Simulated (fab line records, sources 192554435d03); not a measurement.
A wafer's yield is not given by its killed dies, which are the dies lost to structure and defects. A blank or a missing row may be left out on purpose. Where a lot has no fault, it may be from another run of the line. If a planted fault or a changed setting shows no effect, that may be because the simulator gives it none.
A lot that was struck, set against a sound lot -- flow n5-finfet -- 38 out of 1938 route steps
Sound: wafers L138.3, L138.5, L138.6. Struck: wafer L129.2. (L129.1 of the same lot was not struck and is left out.) The cause comes at the end.
Order at every step that has rows: each side's tool, ch and its chambers, its first start. Under that, the readings that differ: sound wafers -- struck wafers -- difference of the means -- sigmas: that difference in standard deviations of wafers without a fault.
alike: readings whose means differ by less than 2 such deviations, and words and numbers that are the same on both sides. not compared: withheld readings, readings that some wafer has no value for, bounds like >300 that may hide the same value, and numbers for which the record gives no deviation and whose values overlap.
Wherever a step has rows on one side only, a row that says differs or no value, or a row with sigmas, the two part there. When numbers do not overlap yet have no deviation, they are printed without sigmas and do not part them. A reading missing from all wafers of one side parts the sides only when that side holds two or more wafers.

first, 9 steps without rows for these wafers: N5_BEOL_M4_ANNEAL_95 (time 240 s); N5_BEOL_M4_SPUTTER_96 (material Cu, target thk 4.5 nm, time 8.29 s); N5_BEOL_M4_ECD_50 (material Cu, target thk 300 nm); N5_BEOL_M4_ANNEAL_51 (time 90 s); N5_BEOL_M4_CMP_52 (polishes, stops on SiOC, t overpolish 6.8 s, target thk 40 nm); N5_BEOL_M4_PRE_CLEAN_60 (time 15 s); N5_BEOL_M4_CO_CAP_55 (material Co, precursor CCTBA/H2, target thk 2 nm, time 102.1 s); N5_BEOL_M4_PRE_CLEAN_56 (time 15 s); N5_BEOL_M4_DEP_57 (deposits SiCN from 3MS/NH3, target thk 8 nm, time 14 s).
N5_BEOL_M4_RC_MEAS_101:
  sound on prober-02 ch 0, day 15 18:47; struck on prober-01 ch 0, day 13 03:07
reading,sound,struck,difference,sigmas
DIBL_N (mV/V),38.2 33.0 36.2,39.5,+3.7,+2
DIBL_P (mV/V),40.3 33.1 37.2,42.2,+5.3,+3
IOFF_N (nA/um),0.19 0.10 0.14,0.26,+0.12,+4
IOFF_P (nA/um),0.23 0.13 0.18,0.33,+0.15,+3
ION_N (uA/um),686 661 674,704,+30,+3
ION_P (uA/um),464 447 456,480,+24,+3
SS_N (mV/dec),72.5 71.4 71.7,73.4,+1.5,+2
SS_P (mV/dec),74.5 71.3 73.7,74.9,+1.7,+3
VT_N (mV),246 259 252,245,-7,-2
VT_P (mV),-249 -259 -254,-244,+10,+3
then, 24 steps without rows for these wafers: N5_BEOL_M5_ILD_DEP_00 (deposits SiCOH lowk from DEMS/porogen, target thk 140.64 nm, time 25.9 s); N5_BEOL_M5_CURE_79 (cures SiCOH lowk, time 240 s); N5_BEOL_M5_PECVD_70 (deposits SiO2 from TEOS/O2, target thk 16 nm, time 18 s); N5_BEOL_M5_HM_DEP_02 (deposits TiN, target thk 20 nm); N5_BEOL_M5_COAT_59 (time 60 s, resist thk 60 nm); N5_BEOL_M5_COAT_60 (time 60 s, resist thk 12 nm); N5_BEOL_M5_COAT_71 (time 60 s, resist thk 5 nm); N5_BEOL_M5_COAT_05 (resist thk 30 nm); N5_BEOL_M5_EBR_07; N5_BEOL_M5_SOFTBAKE_06 (time 60 s); N5_BEOL_M5_EXPOSE_08 (exposes mask M5, target cd 28 nm); N5_BEOL_M5_PEB_09 (peb time 60 s); N5_BEOL_M5_DEVELOP_10 (develop time 30 s); N5_BEOL_M5_DESCUM_16 (chemistry O2, time 7 s); N5_BEOL_M5_ETCH_72 (etches underlayer in N2/H2, target depth 6.5 nm, time 5.2 s); N5_BEOL_M5_ETCH_61 (etches SiARC in CF4, target depth 15.6 nm, time 26 s); N5_BEOL_M5_ETCH_62 (etches SOC in N2/H2, target depth 75 nm, overetch 15 nm, time 112.5 s); N5_BEOL_M5_STRIP_63 (strips in N2/H2); N5_BEOL_M5_STRIP_73 (strips in N2/H2); N5_BEOL_M5_STRIP_64 (strips in CF4); N5_BEOL_M5_HM_OPEN_17 (chemistry Cl2/BCl3, target TiN, target depth 20 nm, overetch 6 nm); N5_BEOL_M5_STRIP_19 (strips in O2); N5_BEOL_M5_COAT_65 (time 60 s, resist thk 60 nm); N5_BEOL_M5_COAT_66 (time 60 s, resist thk 12 nm).
-- here the record skips 2 days between the struck wafers' starts before and after, leaving off in module BEOL_M5 and picking up in module BEOL_M10 (first step shown: number 1530 of the route) --
N5_BEOL_M10_CMP_52: polishes, stops on SiCOH lowk, t overpolish 7 s, target thk 140 nm.
  sound on cmp-01 ch 0,1,2, day 18 04:09; struck on cmp-04 ch 3, day 15 09:38
reading,sound,struck,difference,sigmas
barrier-field-endpoint-s (s),28.8 29.8 28.6,47.0,+17.9,+27
overpolish-run-s (s),6.996 6.999 7.006,0.043,-6.957,-99 or more
slurry-flow-ml-min,149.8 150.6 150.2,149.3,-0.9,-2
time-to-endpoint-s (s),70.2 67.8 66.0,85.6,+17.6,+6
  alike: motor-current-A
N5_BEOL_M10_THK_MEAS_53: measures by xrf.
  sound on film-metro-02 at day 18 04:23; struck on film-metro-01 at day 15 09:54
reading,sound,struck,difference,sigmas
M10_THK (nm),144 140 143,252,+110,+31
N5_BEOL_M10_INSPECT_58: inspects for defects (darkfield).
  sound on defect-inspect-02 at day 18 04:32; struck on defect-inspect-02 at day 15 10:04
reading,sound,struck,difference,sigmas
raw-defect-count,55 77 99,2310,+2233,+99 or more
N5_PASSIVATION_PROBE_49:
  sound on prober-01 at day 20 07:41; struck on prober-02 at day 17 05:41
reading,sound,struck,difference,sigmas
defect-limited-yield (%),91.4 91.3 91.9,0,-92,-76
killed_at_M4_up,14 14 18,1098,+1083,+99 or more
killed-dies,101 103 95,1180,+1080,+72
killed-on-rim,20 12 16,152,+136,+38
sort-n-pass,1079 1077 1085,0,-1080,-72
sort-yield-pct (%),91.4 91.3 91.9,0,-92,-76
  alike: killed_at_M0_to_M3, killed-at-contacts, killed-at-front-end, killed-at-other, killed-open, killed-short, sort_bin_5_function, sort_bin_6_memory

== WHERE THEY PART ==
First at N5_BEOL_M4_RC_MEAS_101; last, within this record, at N5_PASSIVATION_PROBE_49.

WHY: what had been put in by the simulator
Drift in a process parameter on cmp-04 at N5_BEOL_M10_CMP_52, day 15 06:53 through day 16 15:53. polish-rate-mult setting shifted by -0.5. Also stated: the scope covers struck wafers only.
